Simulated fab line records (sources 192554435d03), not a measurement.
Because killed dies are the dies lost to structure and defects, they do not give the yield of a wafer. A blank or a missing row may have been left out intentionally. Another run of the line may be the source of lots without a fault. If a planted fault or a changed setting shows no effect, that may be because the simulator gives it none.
Matching of chambers    flow n5-finfet    N5_BEOL_M11_STRIP_67 on rie-diel-05 has 4 sister chambers
The step strips in CF4. 24 wafers are shown with their chamber, then 12 later ones without.

== WAFERS WITH THEIR CHAMBER ==
wafer   chamber  showerhead-plenum-p-Torr (Torr)  drypump-motor-current-A (A)  throttle-valve-pct (%)
L078.1  2        1.89                             5.82                         13.63
L078.3  3        1.71                             5.98                         13.78
L078.5  0        1.77                             5.80                         14.07
L077.2  0        1.77                             5.80                         14.08
L077.3  1        1.77                             5.68                         13.17
L077.4  2        1.89                             5.82                         13.60
L076.1  3        1.71                             5.99                         13.79
L076.3  1        1.77                             5.66                         13.17
L076.5  1        1.77                             5.66                         13.20
L080.2  3        1.71                             5.98                         13.79
L080.4  3        1.71                             5.99                         13.79
L080.5  2        1.88                             5.82                         13.63
L081.1  2        1.88                             5.81                         13.63
L081.5  3        1.71                             5.98                         13.80
L081.6  2        1.88                             5.80                         13.64
L085.2  3        1.70                             5.99                         13.83
L085.3  0        1.76                             5.80                         13.52
L085.6  2        1.88                             5.85                         13.66
L086.3  2        1.88                             5.81                         13.66
L086.4  1        1.77                             5.67                         13.22
L086.6  2        1.88                             5.81                         13.66
L093.1  0        1.76                             5.82                         13.55
L093.3  3        1.70                             6.03                         13.85
L093.4  1        1.76                             5.66                         13.25

SIGNATURES (means of the wafers above)
reading                   chamber 0  chamber 1  chamber 2  chamber 3  scatter within a chamber
showerhead-plenum-p-Torr  1.7650     1.7680     1.8825     1.7071     0.00486
drypump-motor-current-A   5.8050     5.6660     5.8175     5.9914     0.0142
throttle-valve-pct        13.8050    13.2020    13.6387    13.8043    0.123
Rule: distance of a wafer from a chamber = root of the sum over the readings of ((wafer's reading minus chamber's mean) / reading's scatter) squared. The wafer belongs to the nearest chamber; if the next one is less than 2 further off, it can't be placed. How the scatter is found: for the shown wafers, subtract from each reading the mean of its chamber, square and add these, divide the total by (wafers less chambers), then take the root.

== WAFERS WHOSE CHAMBER IS MISSING ==
wafer   showerhead-plenum-p-Torr (Torr)  drypump-motor-current-A (A)  throttle-valve-pct (%)
L095.1  1.70                             6.01                         13.86
L095.2  1.76                             5.65                         13.23
L095.3  1.88                             5.82                         13.69
L094.2  1.76                             5.65                         13.24
L094.3  1.88                             5.81                         13.70
L094.6  1.70                             5.99                         13.84
L096.1  1.70                             6.01                         13.85
L096.4  1.76                             5.67                         13.25
L096.5  1.88                             5.82                         13.71
L097.2  1.76                             5.81                         13.57
L097.4  1.76                             5.67                         13.26
L097.5  1.88                             5.82                         13.70

== WHICH CHAMBER EACH WENT THROUGH ==
wafer   from the rows above  in truth
L095.1  3                    3
L095.2  1                    1
L095.3  2                    2
L094.2  1                    1
L094.3  2                    2
L094.6  3                    3
L096.1  3                    3
L096.4  1                    1
L096.5  2                    2
L097.2  0                    0
L097.4  1                    1
L097.5  2                    2
12 of 12 placed correctly. Can't be placed from these rows: 0. 0 placed wrongly.
